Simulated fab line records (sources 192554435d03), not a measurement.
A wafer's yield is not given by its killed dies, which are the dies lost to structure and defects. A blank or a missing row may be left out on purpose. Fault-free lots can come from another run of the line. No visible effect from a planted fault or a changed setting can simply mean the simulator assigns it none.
Split-lot study | flow n5 finfet | on a route of 1938 steps: 7 lots, 39 wafers read

## THE SPLIT ITSELF
At N5_MOL_CONTACT_COAG_IMPLANT_129, the setting energy kev was moved away from the recipe's 3 on 12 of the 39 wafers read, by -10.7% to +25.6%. For the rest of the wafers, this setting stayed at what the recipe calls for.

The split's own step is where the reading is taken.

## THE READING
implant.drp nm (the simulator's own value, which no gauge read), in nm, at N5_MOL_CONTACT_COAG_IMPLANT_129. There is no usual value for it anywhere in the file.

wafer  | tool, chamber at the split | energy kev as run | against the recipe | implant.drp nm, nm | against lot-mates on the recipe
L075.2 | implanter-02, 0            | 3                 | recipe             | 2.134              | -
L075.3 | implanter-02, 0            | 3                 | recipe             | 2.134              | -
L075.5 | implanter-02, 0            | 3                 | recipe             | 2.134              | -
L077.1 | implanter-02, 0            | 3.62              | +20.7%             | 2.398              | +0.264
L077.3 | implanter-02, 0            | 3.62              | +20.7%             | 2.398              | +0.264
L077.6 | implanter-02, 0            | 3.62              | +20.7%             | 2.398              | +0.264
L077.2 | implanter-02, 0            | 3                 | recipe             | 2.134              | -
L077.4 | implanter-02, 0            | 3                 | recipe             | 2.134              | -
L077.5 | implanter-02, 0            | 3                 | recipe             | 2.134              | -
L080.1 | implanter-01, 0            | 3                 | recipe             | 2.134              | -
L080.2 | implanter-01, 0            | 3                 | recipe             | 2.134              | -
L080.3 | implanter-01, 0            | 3                 | recipe             | 2.134              | -
L080.4 | implanter-01, 0            | 3                 | recipe             | 2.134              | -
L080.5 | implanter-01, 0            | 3                 | recipe             | 2.134              | -
L080.6 | implanter-01, 0            | 3                 | recipe             | 2.134              | -
L085.1 | implanter-02, 0            | 3.768             | +25.6%             | 2.459              | +0.325
L085.3 | implanter-02, 0            | 3.768             | +25.6%             | 2.459              | +0.325
L085.4 | implanter-02, 0            | 3.768             | +25.6%             | 2.459              | +0.325
L085.2 | implanter-02, 0            | 3                 | recipe             | 2.134              | -
L085.5 | implanter-02, 0            | 3                 | recipe             | 2.134              | -
L085.6 | implanter-02, 0            | 3                 | recipe             | 2.134              | -
L090.1 | implanter-02, 0            | 3                 | recipe             | 2.134              | -
L090.2 | implanter-02, 0            | 3                 | recipe             | 2.134              | -
L090.3 | implanter-02, 0            | 3                 | recipe             | 2.134              | -
L090.4 | implanter-02, 0            | 3                 | recipe             | 2.134              | -
L090.5 | implanter-02, 0            | 3                 | recipe             | 2.134              | -
L090.6 | implanter-02, 0            | 3                 | recipe             | 2.134              | -
L096.1 | implanter-02, 0            | 3                 | recipe             | 2.134              | -
L096.2 | implanter-02, 0            | 3                 | recipe             | 2.134              | -
L096.3 | implanter-02, 0            | 3                 | recipe             | 2.134              | -
L096.4 | implanter-02, 0            | 2.679             | -10.7%             | 1.99               | -0.144
L096.5 | implanter-02, 0            | 2.679             | -10.7%             | 1.99               | -0.144
L096.6 | implanter-02, 0            | 2.679             | -10.7%             | 1.99               | -0.144
L097.1 | implanter-02, 0            | 3.505             | +16.8%             | 2.35               | +0.216
L097.5 | implanter-02, 0            | 3.505             | +16.8%             | 2.35               | +0.216
L097.6 | implanter-02, 0            | 3.505             | +16.8%             | 2.35               | +0.216
L097.2 | implanter-02, 0            | 3                 | recipe             | 2.134              | -
L097.3 | implanter-02, 0            | 3                 | recipe             | 2.134              | -
L097.4 | implanter-02, 0            | 3                 | recipe             | 2.134              | -

FIT RESULTS
A straight line over all 39 wafers: implant.drp nm changes by +0.0128 nm for each +1% of energy kev; r = +1.00; the points scatter about the line by 0.002 nm.
The same after taking each lot's own level away (the mean of its wafers on the recipe; 39 wafers): +0.0128 nm for each +1%; r = +1.00; scatter 0.002 nm.
The reading moves by 0.33 nm for the largest change in energy kev, on that fit.
The lots' own levels span 2.1340 to 2.1340 nm.
The two slopes are in agreement: the lot-to-lot level therefore moves the slope only a little.
Check: for one of the wafers moved furthest among these (+25.6%), held out of the fit, the line's prediction against its lot-mates is +0.328 nm. It came out at +0.325 nm against them.

## FURTHER SPLITS ON THESE WAFERS
Other splits were also applied to these wafers ahead of the reading. Each is held against what the fit with the lots' levels taken away leaves over:
other split on the same wafers       | wafers away from the commonest value | r with implant.drp nm (lot level and that fit taken away)
N5_FIN_CUT_CUT_ETCH_26 time s        | 15                                   | +0.20
N5_DUMMY_GATE_ETCH_31 target depth a | 15                                   | +0.17
N5_HKMG_FIN_ETCH_32 target depth a   | 15                                   | +0.07

## THE WHOLE CHAIN: every reading that the file lists as answering this split, in the file's order
step                            | what it does | reading                                                         | change (the file's fit)                | r (the file's)
N5_MOL_CONTACT_COAG_IMPLANT_129 |              | implant.rp nm (the simulator's own value, which no gauge read)  | +0.0326 nm for each +1% of the setting | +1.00
N5_MOL_CONTACT_COAG_IMPLANT_129 |              | implant.drp nm (the simulator's own value, which no gauge read) | +0.0128 nm for each +1% of the setting | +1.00

## FILE'S OWN FIT
implant.drp nm changes by +0.0128 nm for each +1% of energy kev, r = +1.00.
